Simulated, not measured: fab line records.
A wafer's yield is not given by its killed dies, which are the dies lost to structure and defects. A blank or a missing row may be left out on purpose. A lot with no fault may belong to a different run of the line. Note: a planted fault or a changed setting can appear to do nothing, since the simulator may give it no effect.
8D (eight disciplines) problem report, filled in by code ; flow nand_harc ; the parts of the form that need people (team, actions taken, sign-off) are left out

1. PROBLEM STATEMENT
cd_nm at NHARC_A_SLIT_CD_MEAS_09 reads a mean of 310.9 nm on 6 wafers of 2 lots; wafers without a fault read 300.1 nm with a standard deviation of 0.46. That puts it +24 standard deviations away from the usual mean.
The step: target cd 300 nm.
The first sign was on wafer L323.2 at day 26 17:34, on cd_sem-03. Wafers with a number at this step in the record: 33, from 11 lots. Rule for "out" (also "out of limits"): further than 4 standard deviations from the usual mean. All remaining wafers that have a number are taken as sound.

2. WHAT IT IS, AND WHAT IT ISN'T
question;is;is not
which readings at this step;cd_nm;-
which lots;L323, L326;L306, L308, L310, L312, L314, L324, L327, L328, L329
which wafers of those lots;all that have a number;-
read on which gauges;cd_sem-02, cd_sem-03;cd_sem-01
when;from day 26 17:34;"up to then (15 sound wafers); but 12 sound wafers of L324, L327, L328, L329 came after"

3. SUSPECTS, AND WHAT RULES EACH OUT
Counting: a tool stays on the suspect list if, at a process step up to the reading, it processed all lots that are out and no sound lot following the first of them.
- the gauge at NHARC_A_SLIT_CD_MEAS_09 has been ruled out. Those wafers that are out were read across 2 gauges (cd_sem-02, cd_sem-03).
- arfi_scanner-02 at NHARC_A_SLIT_EXPOSE_06 (exposes mask SLIT): kept. It ran every lot that is out, first L323 (day 26 17:26), and no sound lot after that; its last sound lot up to then is L312 (day 21 22:31). Its own readings are out on those wafers: exposure_dose_mJ_cm2.
After counting, what remains is arfi_scanner-02 at NHARC_A_SLIT_EXPOSE_06.

4. THE CAUSE (what the simulator had put in)
Process parameter drift: arfi_scanner-02, from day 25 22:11 on, at NHARC_A_SLIT_EXPOSE_06. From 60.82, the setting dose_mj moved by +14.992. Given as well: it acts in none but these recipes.
Counting left only this tool.

5. THE CHAIN OF EFFECTS, in route order
Each row: a reading whose mean over the struck wafers that have a number lies more than 3 standard deviations from the usual. Scope: only readings with a usual standard deviation given in the record; hours: median across lots of the time from each lot's start at the first step in this table that gives one to its start at this step; sigmas: change in usual standard deviations.
hours;step;reading;usual;on struck wafers;change;sigmas
0;NHARC_A_SLIT_EXPOSE_06;exposure_dose_mJ_cm2;60.82;74.35;+13.53;+99 or more
0;NHARC_A_SLIT_CD_MEAS_09;cd_nm;300.1 nm;310.9;+10.8;+24
Here are the process steps it includes:
- NHARC_A_SLIT_EXPOSE_06: exposes mask SLIT.

6. HOW IT WOULD HAVE BEEN CAUGHT EARLIER
Counted from the fault's start at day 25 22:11, it took 19 hours until the first out-of-limits reading at a measuring or inspecting step in this record, taken at day 26 17:34.
Tool's own readings at NHARC_A_SLIT_EXPOSE_06, exposure_dose_mJ_cm2: out on all struck wafers the step has rows for; an alarm limit on them would have tripped on the first.
Lots out: 2; of these, L326 started NHARC_A_SLIT_EXPOSE_06 on arfi_scanner-02 after day 26 17:34. It would have been spared by a hold on the tool at that moment.
